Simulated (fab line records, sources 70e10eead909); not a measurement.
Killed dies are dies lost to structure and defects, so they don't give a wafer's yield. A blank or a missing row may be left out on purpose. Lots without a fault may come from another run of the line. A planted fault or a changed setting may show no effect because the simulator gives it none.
Chamber matching | flow nand_harc | NHARC_A_CHANNEL_FILL_D1_STRIP_28 on rie_diel-11: 4 sister chambers
The step strips in O2, time 20 s. 8 wafers are shown with their chamber, then 7 later ones without.

WAFERS WITH THEIR CHAMBER
wafer  | chamber | oes_product_au (a.u.) | rf_vpp_V (V)
L078.5 | 1       | 1.028                 | 59.5
L081.5 | 0       | 1.002                 | 57.4
L083.5 | 3       | 1.010                 | 57.5
L088.1 | 2       | 0.997                 | 56.7
L088.4 | 3       | 1.001                 | 58.6
L088.5 | 0       | 0.985                 | 57.5
L086.1 | 2       | 0.985                 | 58.4
L086.5 | 1       | 1.022                 | 58.7

WAFERS WITHOUT THEIR CHAMBER
wafer  | oes_product_au (a.u.) | rf_vpp_V (V)
L086.6 | 0.999                 | 57.2
L091.1 | 0.990                 | 56.2
L091.3 | 0.999                 | 57.6
L091.6 | 1.002                 | 58.9
L093.3 | 1.014                 | 57.8
L093.4 | 1.032                 | 57.7
L093.6 | 0.999                 | 57.7

WHICH CHAMBER EACH WENT THROUGH
wafer  | from the rows above               | in truth
L086.6 | can't be placed: 0 or 2 or 3      | 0
L091.1 | can't be placed: 0 or 2 or 3      | 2
L091.3 | can't be placed: 0 or 2 or 3      | 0
L091.6 | can't be placed: 3 or 0 or 2 or 1 | 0
L093.3 | can't be placed: 3 or 1 or 0 or 2 | 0
L093.4 | can't be placed: 1 or 3           | 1
L093.6 | can't be placed: 0 or 3 or 2      | 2
Placed correctly: 0 of 7. Can't be placed from these rows: 7 (the true chamber is among the candidates in 7). Placed wrongly: 0.
How it was worked out, from the rows above alone: a wafer's distance from a chamber is the root of the sum, over the readings, of the square of ((its reading less the chamber's mean) divided by the reading's scatter). The wafer belongs to the nearest chamber; if the next one is less than 2 further off, it can't be placed. A chamber's mean is the mean of its shown wafers. The scatter: the root of (the sum of the squares of (reading less its chamber's mean) over the shown wafers, divided by (wafers less chambers)).
